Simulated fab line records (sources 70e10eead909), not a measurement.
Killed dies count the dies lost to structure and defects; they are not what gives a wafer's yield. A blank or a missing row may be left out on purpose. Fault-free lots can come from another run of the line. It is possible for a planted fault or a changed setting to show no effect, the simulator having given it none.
Matching of chambers / flow nand-harc / rie-diel-01 running NHARC_P_STI_DESCUM_14: 4 sister chambers
The step chemistry O2, time 3 s. 4 wafers are shown with their chamber, then 11 later ones without.

== WAFERS WITH THEIR CHAMBER ==
wafer=L083.4; chamber=2; drypump-motor-current-A (A)=5.7
wafer=L086.4; chamber=0; drypump-motor-current-A (A)=5.5
wafer=L086.6; chamber=1; drypump-motor-current-A (A)=5.5
wafer=L090.3; chamber=3; drypump-motor-current-A (A)=5.4

== WAFERS WITHOUT THEIR CHAMBER ==
wafer=L090.5; drypump-motor-current-A (A)=5.4
wafer=L090.6; drypump-motor-current-A (A)=5.6
wafer=L093.3; drypump-motor-current-A (A)=5.6
wafer=L093.4; drypump-motor-current-A (A)=5.5
wafer=L093.5; drypump-motor-current-A (A)=5.7
wafer=L096.1; drypump-motor-current-A (A)=5.4
wafer=L096.3; drypump-motor-current-A (A)=5.5
wafer=L096.4; drypump-motor-current-A (A)=5.7
wafer=L097.1; drypump-motor-current-A (A)=5.5
wafer=L097.3; drypump-motor-current-A (A)=5.4
wafer=L097.4; drypump-motor-current-A (A)=5.5

== CHAMBER TAKEN BY EACH ==
wafer=L090.5; from the rows above=3; in truth=3
wafer=L090.6; from the rows above=can't be placed: 0 or 1 or 2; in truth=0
wafer=L093.3; from the rows above=can't be placed: 0 or 1 or 2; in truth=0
wafer=L093.4; from the rows above=can't be placed: 0 or 1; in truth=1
wafer=L093.5; from the rows above=2; in truth=2
wafer=L096.1; from the rows above=3; in truth=3
wafer=L096.3; from the rows above=can't be placed: 0 or 1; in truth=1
wafer=L096.4; from the rows above=2; in truth=2
wafer=L097.1; from the rows above=can't be placed: 0 or 1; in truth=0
wafer=L097.3; from the rows above=3; in truth=3
wafer=L097.4; from the rows above=can't be placed: 0 or 1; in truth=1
5 of 11 placed correctly. From these rows, 6 cannot be placed; in 6 the true chamber is one of the candidates. Wrongly placed: 0.
How it was worked out, from the rows above alone: a wafer's distance from a chamber is the root of the sum, over the readings, of the square of ((its reading less the chamber's mean) divided by the reading's scatter). If the next closest chamber is less than 2 further off than the closest, the wafer can't be placed; otherwise it belongs to the closest. The mean given for a chamber averages the wafers shown for that chamber. The scatter: with one shown wafer a chamber, the root of the mean of the squares of how far each hidden wafer lies from its nearest shown one.
